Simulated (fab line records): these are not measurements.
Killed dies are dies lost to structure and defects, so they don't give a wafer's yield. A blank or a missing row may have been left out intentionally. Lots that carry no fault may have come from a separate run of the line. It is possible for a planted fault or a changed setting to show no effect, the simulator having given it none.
Split-lot experiment || flow n5 finfet || on a route of 1938 steps: 7 lots, 21 wafers read

## THE SPLIT ITSELF
At N5_BEOL_M2_EXPOSE_25 (exposes mask V1, defocus 5 nm), the setting dose mj was moved away from the recipe's 63 on 10 of the 21 wafers read, by -7.0% to +6.5%. For the rest of the wafers, this setting stayed at what the recipe calls for.

## FROM THE SPLIT TO THE READING: what the file shows between them, 2 steps
- N5_BEOL_M2_PEB_26: peb time 60 s
- N5_BEOL_M2_DEVELOP_27: develop time 30 s

## THE READING
cd nm, in nm, at N5_BEOL_M2_CD_MEAS_28 (target cd 26.2 nm, target cd y 24.1 nm). Fault-free wafers of this fab line usually give 26.15 nm, standard deviation 0.24 nm.

{"wafer": "L079.3", "tool, chamber at the split": "euv scanner-02, 0", "dose mj as run": 63, "against the recipe": "recipe", "cd nm, nm": 25.69, "against lot-mates on the recipe": "-"}
{"wafer": "L079.5", "tool, chamber at the split": "euv scanner-02, 0", "dose mj as run": 63, "against the recipe": "recipe", "cd nm, nm": 26.17, "against lot-mates on the recipe": "-"}
{"wafer": "L079.6", "tool, chamber at the split": "euv scanner-02, 0", "dose mj as run": 63, "against the recipe": "recipe", "cd nm, nm": 26.37, "against lot-mates on the recipe": "-"}
{"wafer": "L080.1", "tool, chamber at the split": "euv scanner-01, 0", "dose mj as run": 63, "against the recipe": "recipe", "cd nm, nm": 26.28, "against lot-mates on the recipe": "-"}
{"wafer": "L080.5", "tool, chamber at the split": "euv scanner-01, 0", "dose mj as run": 63, "against the recipe": "recipe", "cd nm, nm": 25.92, "against lot-mates on the recipe": "-"}
{"wafer": "L080.6", "tool, chamber at the split": "euv scanner-01, 0", "dose mj as run": 63, "against the recipe": "recipe", "cd nm, nm": 25.79, "against lot-mates on the recipe": "-"}
{"wafer": "L086.1", "tool, chamber at the split": "euv scanner-02, 0", "dose mj as run": 66.44, "against the recipe": "+5.5%", "cd nm, nm": 27.37, "against lot-mates on the recipe": "no lot-mate on the recipe"}
{"wafer": "L086.2", "tool, chamber at the split": "euv scanner-02, 0", "dose mj as run": 66.44, "against the recipe": "+5.5%", "cd nm, nm": 26.71, "against lot-mates on the recipe": "no lot-mate on the recipe"}
{"wafer": "L086.3", "tool, chamber at the split": "euv scanner-02, 0", "dose mj as run": 66.44, "against the recipe": "+5.5%", "cd nm, nm": 27.00, "against lot-mates on the recipe": "no lot-mate on the recipe"}
{"wafer": "L087.1", "tool, chamber at the split": "euv scanner-02, 0", "dose mj as run": 67.08, "against the recipe": "+6.5%", "cd nm, nm": 27.55, "against lot-mates on the recipe": "+1.38"}
{"wafer": "L087.4", "tool, chamber at the split": "euv scanner-02, 0", "dose mj as run": 63, "against the recipe": "recipe", "cd nm, nm": 26.48, "against lot-mates on the recipe": "-"}
{"wafer": "L087.5", "tool, chamber at the split": "euv scanner-02, 0", "dose mj as run": 63, "against the recipe": "recipe", "cd nm, nm": 25.87, "against lot-mates on the recipe": "-"}
{"wafer": "L088.1", "tool, chamber at the split": "euv scanner-02, 0", "dose mj as run": 63, "against the recipe": "recipe", "cd nm, nm": 26.23, "against lot-mates on the recipe": "-"}
{"wafer": "L088.3", "tool, chamber at the split": "euv scanner-02, 0", "dose mj as run": 63, "against the recipe": "recipe", "cd nm, nm": 26.16, "against lot-mates on the recipe": "-"}
{"wafer": "L088.6", "tool, chamber at the split": "euv scanner-02, 0", "dose mj as run": 58.6, "against the recipe": "-7.0%", "cd nm, nm": 24.89, "against lot-mates on the recipe": -1.30}
{"wafer": "L089.2", "tool, chamber at the split": "euv scanner-02, 0", "dose mj as run": 65.83, "against the recipe": "+4.5%", "cd nm, nm": 26.78, "against lot-mates on the recipe": "no lot-mate on the recipe"}
{"wafer": "L089.4", "tool, chamber at the split": "euv scanner-02, 0", "dose mj as run": 65.83, "against the recipe": "+4.5%", "cd nm, nm": 27.13, "against lot-mates on the recipe": "no lot-mate on the recipe"}
{"wafer": "L089.6", "tool, chamber at the split": "euv scanner-02, 0", "dose mj as run": 65.83, "against the recipe": "+4.5%", "cd nm, nm": 26.94, "against lot-mates on the recipe": "no lot-mate on the recipe"}
{"wafer": "L093.4", "tool, chamber at the split": "euv scanner-01, 0", "dose mj as run": 61.46, "against the recipe": "-2.4%", "cd nm, nm": 25.64, "against lot-mates on the recipe": -0.71}
{"wafer": "L093.5", "tool, chamber at the split": "euv scanner-01, 0", "dose mj as run": 61.46, "against the recipe": "-2.4%", "cd nm, nm": 25.37, "against lot-mates on the recipe": -0.98}
{"wafer": "L093.6", "tool, chamber at the split": "euv scanner-01, 0", "dose mj as run": 63, "against the recipe": "recipe", "cd nm, nm": 26.35, "against lot-mates on the recipe": "-"}

THE FIT
A straight line over all 21 wafers: cd nm changes by +0.188 nm for each +1% of dose mj; r = +0.93; the points scatter about the line by 0.24 nm.
The same after taking each lot's own level away (the mean of its wafers on the recipe; 15 wafers): +0.214 nm for each +1%; r = +0.92; scatter 0.25 nm.
Per that fit: largest dose mj move, reading shift of 1.5 nm.
The lots' own levels span 25.997 to 26.350 nm, that is 1.5 times the standard deviation above.
Thus the slope moves with the lot-to-lot level: the two fits are different.
Check: -1.75 nm against its lot-mates is what the line predicts for one of the wafers moved furthest among these (-7.0%) when that wafer is left out of the fit. It came out at -1.3 nm against them.

## THE OTHER SPLITS THESE WAFERS WENT THROUGH
Before the reading, these wafers also passed through other splits. Each is held against what the fit with the lots' levels taken away leaves over:
{"other split on the same wafers": "N5_BEOL_M1_EXPOSE_08 dose mj", "wafers away from the commonest value": 9, "r with cd nm (lot level and that fit taken away)": "+0.06"}
{"other split on the same wafers": "N5_BEOL_M1_CMP_52 down force psi", "wafers away from the commonest value": 5, "r with cd nm (lot level and that fit taken away)": -0.22}

## FILE'S OWN FIT
cd nm changes by +0.208 nm for each +1% of dose mj, r = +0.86.
